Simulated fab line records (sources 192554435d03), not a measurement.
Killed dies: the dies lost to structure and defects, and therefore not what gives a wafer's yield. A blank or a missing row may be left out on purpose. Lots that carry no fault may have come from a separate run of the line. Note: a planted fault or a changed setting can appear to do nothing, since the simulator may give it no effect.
fab line records | flow n5_finfet
record lots=7 | wafers=19 | last_day=16
route steps=1938 shown BEOL_M12@1637 PASSIVATION@1936
lots with no fault: from the same line, run without faults
start_h: start of the lot's first displayed wafer, in hours after the record's first day | wait_h: how many hours have passed since the lot's step before this one | " as in the row above | L1.1+2: several wafers, shown together as one row | - no value, or no start given | * or withheld: withheld | < > ~ a bound
route shown NAME@n: NAME is a module with steps in the file, n the number in the route of the first one | usual: mean/standard deviation taken from wafers without a fault | same: alike in all rows | chamber/n: place in a boat | sites: the reading at each site | _std_site: how widely they spread, as a standard deviation | _edge_site: the outer-site mean with the inner-site mean subtracted | radius_mm: for every site, how far away it sits from the centre of the wafer | mask NAME#n: copy n | behind: the last tool/chamber to shape the wafer | hold: what put the lot on hold/how long, in hours/how the hold closed | device: which transistor (n, p or np) failed to switch | end of line: the same wafers' tests at the end of the route | step lacking rows: just its recipe | killed: dies that structure and defects cost at the first sort, which is not the same as the wafer's yield | map: a wafer's dies, x killed, . not, _ none there
set.NAME: the setting the step ran with; set.NAME@STEP: the setting that earlier step ran with | model.NAME: the simulator's own value behind a step, which no gauge read
lots at selected steps of the route; one table per step, one row per wafer
services: when a tool's chamber went out of use (start_h, in hours from the record's first day, below 0 if earlier), for how many hours, and the reason
## steps
# step N5_BEOL_M12_ETCH_68
# recipe chemistry=N2/H2 | target=SOC | mask_material=SiARC | source_w=3000 | bias_w=350 | temp_c=40 | time_s=285 | ion_energy_ev=200 | pressure_mtorr=30 | n2_flow_sccm=200 | h2_flow_sccm=200
# step N5_BEOL_M12_STRIP_69
# recipe chemistry=N2/H2 | temp_c=40 | n2_flow_sccm=200 | h2_flow_sccm=200 | rf_frequency_hz=6e+07
# step N5_BEOL_M12_TRENCH_ETCH_34
# recipe chemistry=C4F8/O2/Ar | target=SiOC | target_depth_a=3189.5 | mask_material=SOC | pressure_mtorr=30 | source_w=3000 | bias_w=700 | Ar_flow_sccm=400 | C4F8_flow_sccm=15 | O2_flow_sccm=8 | he_inner_torr=15 | he_outer_torr=30 | time_s=125.5 | ion_energy_ev=250
# usual drypump_motor_current_A=5.6/0.46 | oes_product_au=0.80/0.084 | rf_vpp_V=667/3.8 | showerhead_plenum_p_Torr=3.47/0.14 | throttle_valve_pct=24.25/0.15
lot.wafer | tool        | chamber | start_h | wait_h | drypump_motor_current_A | oes_product_au | rf_hours_counter_h | rf_vpp_V | showerhead_plenum_p_Torr | throttle_valve_pct
L738.3    | rie_diel-04 | 2       | 260.10  | 0.0    | 5.1                     | 0.83           | 69                 | 671      | 3.62                     | 24.13
L738.4    | "           | 1       | "       | "      | 5.9                     | 0.88           | 39                 | 663      | 3.35                     | 24.16
L738.5    | "           | 3       | "       | "      | 5.0                     | 0.71           | -                  | 661      | 3.27                     | 24.30
L739.3    | rie_diel-04 | 1       | 264.93  | 0.0    | 5.9                     | 0.89           | 40                 | 663      | 3.35                     | 24.17
L739.5    | "           | 1       | "       | "      | 5.9                     | 0.88           | -                  | 662      | 3.35                     | 24.16
L739.6    | "           | 0       | "       | "      | 5.6                     | 0.85           | -                  | 669      | 3.64                     | 24.36
L742.3    | rie_diel-01 | 1       | 273.60  | 0.0    | 5.8                     | 0.67           | 241                | 659      | 3.25                     | 24.21
L742.4    | "           | 3       | "       | "      | 5.7                     | 0.71           | 230                | 671      | 3.51                     | 24.22
L742.6    | "           | 2       | "       | "      | 5.1                     | 0.89           | -                  | 669      | 3.61                     | 24.35
L743.1    | rie_diel-03 | 1       | 285.84  | 0.0    | 5.2                     | 0.83           | 100                | 671      | 3.59                     | 24.01
L743.3    | "           | 0       | "       | "      | 6.3                     | 0.68           | 233                | 668      | 3.50                     | 24.50
L746.2    | rie_diel-04 | 3       | 311.66  | 0.0    | 5.0                     | 0.69           | 225                | 662      | 3.26                     | 24.32
L746.3    | "           | 1       | "       | "      | 5.8                     | 0.86           | 57                 | 663      | 3.34                     | 24.19
L750.1    | rie_diel-03 | 1       | 330.29  | 0.0    | 5.2                     | 0.81           | 118                | 671      | 3.59                     | 24.04
L750.4    | "           | 0       | "       | "      | 6.2                     | 0.67           | 248                | 667      | 3.49                     | 24.50
L750.6    | "           | 2       | "       | "      | 6.0                     | 0.72           | -                  | 659      | 3.25                     | 24.22
L753.1    | rie_diel-01 | 0       | 353.46  | 0.0    | 6.6                     | 0.75           | 144                | 665      | 3.46                     | 24.22
L753.3    | "           | 1       | "       | "      | 5.8                     | 0.92           | 13                 | 672      | 3.64                     | 23.87
L753.5    | "           | 3       | "       | "      | 5.7                     | 0.97           | -                  | 667      | 3.49                     | 23.90
# step N5_BEOL_M12_STRIP_70
# recipe chemistry=C4F8/O2/Ar | resist=SiARC | rf_frequency_hz=6e+07
# step N5_BEOL_M12_OCD_MEAS_35
# usual trench_depth_nm=321/5.6
lot.wafer | tool   | chamber | start_h | wait_h | trench_depth_nm
L738.3    | ocd-02 | -       | 260.26  | 0.0    | 328
L738.4    | "      | -       | "       | "      | 317
L738.5    | "      | -       | "       | "      | 325
L739.3    | ocd-01 | -       | 265.09  | 0.0    | 319
L739.5    | "      | -       | "       | "      | 319
L739.6    | "      | -       | "       | "      | 322
L742.3    | ocd-02 | -       | 273.75  | 0.0    | 310
L742.4    | "      | -       | "       | "      | 319
L742.6    | "      | -       | "       | "      | 323
L743.1    | ocd-02 | -       | 285.99  | 0.0    | 328
L743.3    | "      | -       | "       | "      | 310
L746.2    | ocd-02 | -       | 311.81  | 0.0    | 323
L746.3    | "      | -       | "       | "      | 317
L750.1    | ocd-01 | -       | 330.45  | 0.0    | 332
L750.4    | "      | -       | "       | "      | 314
L750.6    | "      | -       | "       | "      | 321
L753.1    | ocd-01 | -       | 353.62  | 0.0    | 315
L753.3    | "      | -       | "       | "      | 319
L753.5    | "      | -       | "       | "      | 321
# step N5_BEOL_M12_STRIP_37
# recipe chemistry=N2/H2 | power_w=1000 | temp_c=250 | h2_frac=0.65 | overash_fraction=0.3 | pressure_mtorr=withheld | n2_flow_sccm=1750 | h2_flow_sccm=3250
# usual drypump_motor_current_A=5.9/0.43 | heater_power_w=321/30 | oes_product_au=0.791/0.0089 | temp_c=249.97/0.21
lot.wafer | tool            | chamber | start_h | wait_h | drypump_motor_current_A | heater_power_w | oes_product_au | rf_hours_counter_h | temp_c
L738.3    | plasma_asher-01 | 0       | 260.31  | 0.1    | 5.5                     | 297            | 0.799          | -                  | 249.63
L738.4    | "               | 1       | "       | "      | 6.5                     | 299            | 0.792          | -                  | 249.64
L738.5    | "               | 1       | "       | "      | 6.5                     | 287            | 0.780          | -                  | 249.76
L739.3    | plasma_asher-01 | 0       | 265.14  | 0.1    | 5.5                     | 305            | 0.797          | -                  | 249.50
L739.5    | "               | 1       | "       | "      | 6.6                     | 294            | 0.791          | -                  | 250.01
L739.6    | "               | 0       | "       | "      | 5.6                     | 310            | 0.802          | -                  | 249.88
L742.3    | plasma_asher-02 | 1       | 273.81  | 0.1    | 5.5                     | 364            | 0.786          | -                  | 249.79
L742.4    | "               | 0       | "       | "      | 5.9                     | 357            | 0.794          | -                  | 249.55
L742.6    | "               | 1       | "       | "      | 5.5                     | 372            | 0.796          | -                  | 249.89
L743.1    | plasma_asher-01 | 0       | 286.03  | 0.0    | 5.6                     | 312            | 0.799          | 78                 | 250.16
L743.3    | "               | 0       | "       | "      | 5.5                     | 309            | 0.807          | -                  | 250.02
L746.2    | plasma_asher-02 | 0       | 311.85  | 0.0    | 6.0                     | 349            | 0.801          | 143                | 250.17
L746.3    | "               | 0       | "       | "      | 6.0                     | 364            | 0.784          | -                  | 250.39
L750.1    | plasma_asher-01 | 1       | 330.49  | 0.0    | 6.5                     | 292            | 0.792          | 87                 | 250.00
L750.4    | "               | 0       | "       | "      | 5.5                     | 309            | 0.816          | -                  | 249.81
L750.6    | "               | 1       | "       | "      | 6.5                     | 292            | 0.778          | -                  | 249.91
L753.1    | plasma_asher-02 | 1       | 353.65  | 0.0    | 5.6                     | 365            | 0.795          | 152                | 249.75
L753.3    | "               | 1       | "       | "      | 5.5                     | 355            | 0.775          | -                  | 249.81
L753.5    | "               | 0       | "       | "      | 6.0                     | 351            | 0.798          | -                  | 250.09
# step N5_BEOL_M12_ETCH_38
# recipe chemistry=CF4/N2 | target=SiCN | target_depth_a=687 | taper_deg=2 | time_s=73.4 | ion_energy_ev=150 | mask_material=SiO2 | pressure_mtorr=40 | source_w=430 | bias_w=70 | Ar_flow_sccm=100 | cf4_flow_sccm=60 | n2_flow_sccm=60
# step N5_BEOL_M12_PRECLEAN_39
# recipe chemistry=residue_remover | time_s=60 | temp_c=40
# step N5_BEOL_M12_SRD_40
# recipe time_s=30 | temp_c=23 | rinse_liquid=diw | dry=n2_spin | spin_rpm=1500 | dry_time_s=30
# step N5_BEOL_M12_DEGAS_41
# recipe ambient=vacuum | temp_c=250 | time_s=60
# usual heater_power_w=325/38
lot.wafer | tool           | chamber | start_h | wait_h | heater_power_w
L738.3    | pvd_sputter-02 | -       | 263.48  | 0.4    | 289
L738.4    | "              | -       | "       | "      | 361
L738.5    | "              | -       | "       | "      | 285
L739.3    | pvd_sputter-03 | -       | 266.18  | 0.4    | 428
L739.5    | "              | -       | "       | "      | 346
L739.6    | "              | -       | "       | "      | 307
L742.3    | pvd_sputter-03 | -       | 274.80  | 0.1    | 305
L742.4    | "              | -       | "       | "      | 421
L742.6    | "              | -       | "       | "      | 425
L743.1    | pvd_sputter-03 | -       | 288.55  | 0.2    | 300
L743.3    | "              | -       | "       | "      | 347
L746.2    | pvd_sputter-03 | -       | 314.56  | 0.4    | 306
L746.3    | "              | -       | "       | "      | 349
L750.1    | pvd_sputter-01 | -       | 333.41  | 0.4    | 348
L750.4    | "              | -       | "       | "      | 301
L750.6    | "              | -       | "       | "      | 374
L753.1    | pvd_sputter-01 | -       | 355.49  | 0.2    | 343
L753.3    | "              | -       | "       | "      | 359
L753.5    | "              | -       | "       | "      | 285
# step N5_BEOL_M12_PRE_CLEAN_42
# recipe gas=H2/He | time_s=30 | temp_c=250
# step N5_BEOL_M12_SPUTTER_43
# recipe material=TaN | target_thk_a=150 | temp_c=50 | bias_v=168.6 | power_w=15000 | chamber_pressure_pa=0.12 | time_s=24.19
# usual throttle_valve_pct=29.7/0.9
lot.wafer | tool           | chamber | start_h | wait_h | throttle_valve_pct
L738.3    | pvd_sputter-02 | -       | 263.56  | 0.0    | 29.8
L738.4    | "              | -       | "       | "      | 29.3
L738.5    | "              | -       | "       | "      | 30.8
L739.3    | pvd_sputter-03 | -       | 266.26  | 0.0    | 27.7
L739.5    | "              | -       | "       | "      | 29.8
L739.6    | "              | -       | "       | "      | 29.9
L742.3    | pvd_sputter-03 | -       | 274.88  | 0.0    | 29.7
L742.4    | "              | -       | "       | "      | 27.4
L742.6    | "              | -       | "       | "      | 27.7
L743.1    | pvd_sputter-03 | -       | 288.63  | 0.0    | 30.5
L743.3    | "              | -       | "       | "      | 29.7
L746.2    | pvd_sputter-03 | -       | 314.64  | 0.0    | 29.8
L746.3    | "              | -       | "       | "      | 29.8
L750.1    | pvd_sputter-01 | -       | 333.49  | 0.0    | 28.3
L750.4    | "              | -       | "       | "      | 30.6
L750.6    | "              | -       | "       | "      | 30.3
L753.1    | pvd_sputter-01 | -       | 355.57  | 0.0    | 28.5
L753.3    | "              | -       | "       | "      | 30.0
L753.5    | "              | -       | "       | "      | 30.3
# step N5_BEOL_M12_SPUTTER_44
# recipe material=Ta | target_thk_a=100 | temp_c=50 | bias_v=80 | power_w=15000 | chamber_pressure_pa=0.07 | time_s=16.13
# usual throttle_valve_pct=29.8/0.87
lot.wafer | tool           | chamber | start_h | wait_h | throttle_valve_pct | model.Ta_of_BEOL_M12_SPUTTER_44.thk_nm
L738.3    | pvd_sputter-02 | -       | 263.64  | 0.0    | 29.6               | 10
L738.4    | "              | -       | "       | "      | 29.2               | 10
L738.5    | "              | -       | "       | "      | 31.1               | 10
L739.3    | pvd_sputter-03 | -       | 266.34  | 0.0    | 27.6               | 10
L739.5    | "              | -       | "       | "      | 29.9               | 10.4
L739.6    | "              | -       | "       | "      | 29.5               | 10
L742.3    | pvd_sputter-03 | -       | 274.96  | 0.0    | 29.8               | 17
L742.4    | "              | -       | "       | "      | 27.7               | 10.2
L742.6    | "              | -       | "       | "      | 28.0               | 10.2
L743.1    | pvd_sputter-03 | -       | 288.71  | 0.0    | 30.4               | 10.2
L743.3    | "              | -       | "       | "      | 29.9               | 17.4
L746.2    | pvd_sputter-03 | -       | 314.72  | 0.0    | 29.7               | 17
L746.3    | "              | -       | "       | "      | 29.8               | 17.2
L750.1    | pvd_sputter-01 | -       | 333.57  | 0.0    | 28.9               | 10
L750.4    | "              | -       | "       | "      | 30.4               | 10
L750.6    | "              | -       | "       | "      | 30.2               | 10
L753.1    | pvd_sputter-01 | -       | 355.65  | 0.0    | 28.7               | 10
L753.3    | "              | -       | "       | "      | 30.1               | 9.6
L753.5    | "              | -       | "       | "      | 30.1               | 10
# step N5_BEOL_M12_SPUTTER_45
# recipe material=Cu | target_thk_a=800 | temp_c=-20 | bias_v=60 | power_w=26000 | chamber_pressure_pa=0.13 | time_s=13.33
# usual throttle_valve_pct=29.7/0.89
lot.wafer | tool           | chamber | start_h | wait_h | throttle_valve_pct
L738.3    | pvd_sputter-02 | -       | 263.72  | 0.0    | 29.6
L738.4    | "              | -       | "       | "      | 29.1
L738.5    | "              | -       | "       | "      | 31.2
L739.3    | pvd_sputter-03 | -       | 266.42  | 0.0    | 27.3
L739.5    | "              | -       | "       | "      | 29.8
L739.6    | "              | -       | "       | "      | 29.9
L742.3    | pvd_sputter-03 | -       | 275.04  | 0.0    | 29.5
L742.4    | "              | -       | "       | "      | 27.8
L742.6    | "              | -       | "       | "      | 27.6
L743.1    | pvd_sputter-03 | -       | 288.79  | 0.0    | 30.7
L743.3    | "              | -       | "       | "      | 29.8
L746.2    | pvd_sputter-03 | -       | 314.80  | 0.0    | 29.7
L746.3    | "              | -       | "       | "      | 29.7
L750.1    | pvd_sputter-01 | -       | 333.65  | 0.0    | 28.5
L750.4    | "              | -       | "       | "      | 30.7
L750.6    | "              | -       | "       | "      | 30.1
L753.1    | pvd_sputter-01 | -       | 355.73  | 0.0    | 28.8
L753.3    | "              | -       | "       | "      | 30.1
L753.5    | "              | -       | "       | "      | 30.2
# step N5_BEOL_M12_ECD_47
# recipe material=Cu | target_thk_a=7200
# step N5_BEOL_M12_ANNEAL_48
# recipe temp_c=225 | time_s=90 | ambient=N2
# step N5_BEOL_M12_CMP_49
# recipe stop_on=SiOC | t_overpolish_s=20.6 | down_force_psi=1 | platen_rpm=50 | clearing_platen_down_force_psi=1.5 | clearing_platen_rpm=50 | post_cmp_clean=cu_alkaline | target_thk_nm=320 | clearing_platen_pad_velocity_m_s=0.99484 | pad_velocity_m_s=0.99484
# usual barrier_field_endpoint_s=30.1/0.94 | motor_current_A=6.4/0.97
lot.wafer | tool   | chamber | start_h | wait_h | barrier_field_endpoint_s | motor_current_A
L738.3    | cmp-02 | 3       | 264.97  | 0.2    | 30.2                     | 6.7
L738.4    | "      | 1       | "       | "      | 30.3                     | 7.2
L738.5    | "      | 2       | "       | "      | 30.0                     | 5.7
L739.3    | cmp-03 | 1       | 266.98  | 0.2    | 29.8                     | 8.6
L739.5    | "      | 1       | "       | "      | 30.9                     | 8.8
L739.6    | "      | 2       | "       | "      | 30.3                     | 6.2
L742.3    | cmp-02 | 2       | 276.25  | 0.2    | 39.1                     | 5.6
L742.4    | "      | 3       | "       | "      | 30.8                     | 6.8
L742.6    | "      | 2       | "       | "      | 30.5                     | 5.8
L743.3    | cmp-03 | 1       | 289.39  | 0.2    | 37.4                     | 8.9
L743.1    | "      | 3       | "       | "      | 29.3                     | 5.4
L746.2    | cmp-02 | 0       | 315.53  | 0.2    | 38.7                     | 6.4
L746.3    | "      | 3       | "       | "      | 39.6                     | 6.7
L750.4    | cmp-03 | 1       | 334.24  | 0.2    | 29.2                     | 8.8
L750.1    | "      | 2       | "       | "      | 28.9                     | 6.3
L750.6    | "      | 0       | "       | "      | 30.0                     | 5.2
L753.3    | cmp-01 | 2       | 357.42  | 0.2    | 28.5                     | 6.4
L753.1    | "      | 3       | "       | "      | 28.9                     | 5.5
L753.5    | "      | 2       | "       | "      | 29.6                     | 6.6
# step N5_BEOL_M12_THK_MEAS_50
# recipe thk_meas_gauge=xrf | reads=Cu_of_BEOL_M12_ECD_47
# usual M12_THK=325/6.1
lot.wafer | tool          | chamber | start_h | wait_h | M12_THK[nm]
L738.3    | film_metro-02 | -       | 265.23  | -      | 334
L738.4    | "             | -       | "       | "      | 323
L738.5    | "             | -       | "       | "      | 330
L739.3    | film_metro-02 | -       | 267.27  | -      | 321
L739.5    | "             | -       | "       | "      | 320
L739.6    | "             | -       | "       | "      | 323
L742.3    | film_metro-02 | -       | 276.55  | -      | 306
L742.4    | "             | -       | "       | "      | 325
L742.6    | "             | -       | "       | "      | 327
L743.1    | film_metro-01 | -       | 289.65  | -      | 326
L743.3    | "             | -       | "       | "      | 302
L746.2    | film_metro-02 | -       | 315.83  | -      | 316
L746.3    | "             | -       | "       | "      | 311
L750.1    | film_metro-02 | -       | 334.50  | -      | 332
L750.4    | "             | -       | "       | "      | 314
L750.6    | "             | -       | "       | "      | 325
L753.1    | film_metro-02 | -       | 357.72  | -      | 317
L753.3    | "             | -       | "       | "      | 322
L753.5    | "             | -       | "       | "      | 325
# step N5_PASSIVATION_PROBE_49
# usual defect_limited_yield=91.4/1.6 | killed_at_M0_to_M3=31/11 | killed_at_M4_up=14/5.7 | killed_at_contacts=12/6 | killed_at_front_end=41/13 | killed_at_other=3.3/2.8 | killed_dies=101/19 | killed_open=67/14 | killed_short=33/8.2 | sort_bin_4_leakage=0.0/0.37 | sort_bin_5_function=5.0/1.1 | sort_bin_6_memory=3.3/0.74 | sort_n_pass=1078/20 | sort_yield_pct=91.3/1.7
# same gross_dies=1180 | killed_at_back_side=0 | sort_bin_8_speed[%]=0
lot.wafer | tool      | chamber | start_h | wait_h | defect_limited_yield[%] | killed_at_M0_to_M3 | killed_at_M4_up | killed_at_contacts | killed_at_front_end | killed_at_other | killed_dies | killed_open | killed_short | sort_bin_4_leakage[%] | sort_bin_5_function[%] | sort_bin_6_memory[%] | sort_n_pass | sort_yield_pct[%]
L742.3    | prober-01 | -       | 311.14  | 0.1    | 91.1                    | 33                 | 17              | 22                 | 33                  | 0               | 105         | 61          | 40           | 0                     | 5.6                    | 3.2                  | 1075        | 91.1
L742.4    | prober-01 | -       | 311.19  | 0.2    | 92.2                    | 23                 | 12              | 14                 | 42                  | 1               | 92          | 65          | 26           | 0                     | 4.5                    | 3.1                  | 1088        | 92.2
L742.6    | prober-01 | -       | 311.29  | 0.3    | 91.8                    | 33                 | 11              | 12                 | 37                  | 4               | 97          | 70          | 21           | 0                     | 4.2                    | 3.3                  | 1083        | 91.8
# killed by level:class
L742.3 MOL_CONTACT_COAG:geometric_particle:open=16 BEOL_M0_SAQP:geometric_particle:short=11 BEOL_M0_SAQP:geometric_particle:open=7 FIN_SAQP:geometric_particle:open=6 MOL_CONTACT_COAG:geometric_particle:short=6 BEOL_M3:geometric_particle:open=6 BEOL_M4:geometric_particle:open=5 STI_FIN_REVEAL:geometric_particle:open=4
L742.4 FIN_SAQP:geometric_particle:open=17 MOL_CONTACT_COAG:geometric_particle:open=13 BEOL_M0_SAQP:geometric_particle:short=10 BEOL_M0_SAQP:geometric_particle:open=7 BEOL_M4:geometric_particle:open=6 GATE_CUT:geometric_particle:short=5 STARTING-WAFER:geometric_particle:open=5 STI_FIN_REVEAL:geometric_particle:open=4
L742.6 BEOL_M0_SAQP:geometric_particle:open=16 STI_FIN_REVEAL:geometric_particle:open=14 MOL_CONTACT_COAG:geometric_particle:open=11 BEOL_M0_SAQP:geometric_particle:short=10 HKMG_FIN:area_etch=4 FIN_SAQP:geometric_particle:open=3 BEOL_M0:geometric_particle:open=3 BEOL_M4:geometric_particle:open=3
## services
tool           | chamber | start_h | hours | kind
cmp-01         | -       | 259.28  | 1.8   | repair
rie_diel-03    | 3       | 280.33  | -     | clean
rie_diel-03    | 3       | 280.33  | -     | consumable_replace:focus_ring
rie_diel-03    | 3       | 280.33  | 19.1  | scheduled_down
rie_diel-03    | 3       | 280.33  | 19.1  | vent_cycle
cmp-03         | -       | 297.03  | 4.0   | pm
rie_diel-01    | 2       | 299.64  | 2.8   | repair
cmp-03         | -       | 301.03  | -     | consumable_replace:conditioner
cmp-03         | -       | 301.03  | -     | consumable_replace:pad
rie_diel-01    | 1       | 302.48  | -     | clean
rie_diel-01    | 1       | 302.48  | -     | consumable_replace:focus_ring
rie_diel-01    | 1       | 302.48  | -     | consumable_replace:showerhead
rie_diel-01    | 1       | 302.48  | 17.3  | scheduled_down
rie_diel-01    | 1       | 302.48  | 17.3  | vent_cycle
cmp-02         | -       | 313.26  | 1.4   | repair
cmp-03         | -       | 328.25  | 0.4   | repair
rie_diel-01    | 3       | 329.51  | -     | clean
rie_diel-01    | 3       | 329.51  | -     | consumable_replace:focus_ring
rie_diel-01    | 3       | 329.51  | 22.1  | scheduled_down
rie_diel-01    | 3       | 329.51  | 22.1  | vent_cycle
rie_diel-03    | 0       | 334.66  | -     | clean
rie_diel-03    | 0       | 334.66  | -     | consumable_replace:focus_ring
pvd_sputter-02 | -       | 335.77  | 2.8   | repair
pvd_sputter-01 | -       | 342.33  | 3.2   | repair
## key
first_sign step=N5_BEOL_M12_CMP_49 | reading=barrier_field_endpoint_s | direction=up | sigmas=9.2 | usual=30.1 | struck=38.7
effect none on later readings
model_effect step=N5_BEOL_M12_SPUTTER_44 | value=Ta_of_BEOL_M12_SPUTTER_44.thk_nm | without=10.35 | struck=17.15
met_at N5_BEOL_M12_SPUTTER_44
struck_wafers L742.3,L743.3,L746.2,L746.3
onset_between 266.34 274.96
fault kind=process_parameter_drift | tool=pvd_sputter-03 | chamber=- | onset_h=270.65 | steps=N5_BEOL_M12_SPUTTER_44 | channel=time_s | offset=* | shape=step | end_h=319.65 | scope=struck_wafers_only | acts_in=* | stated=*
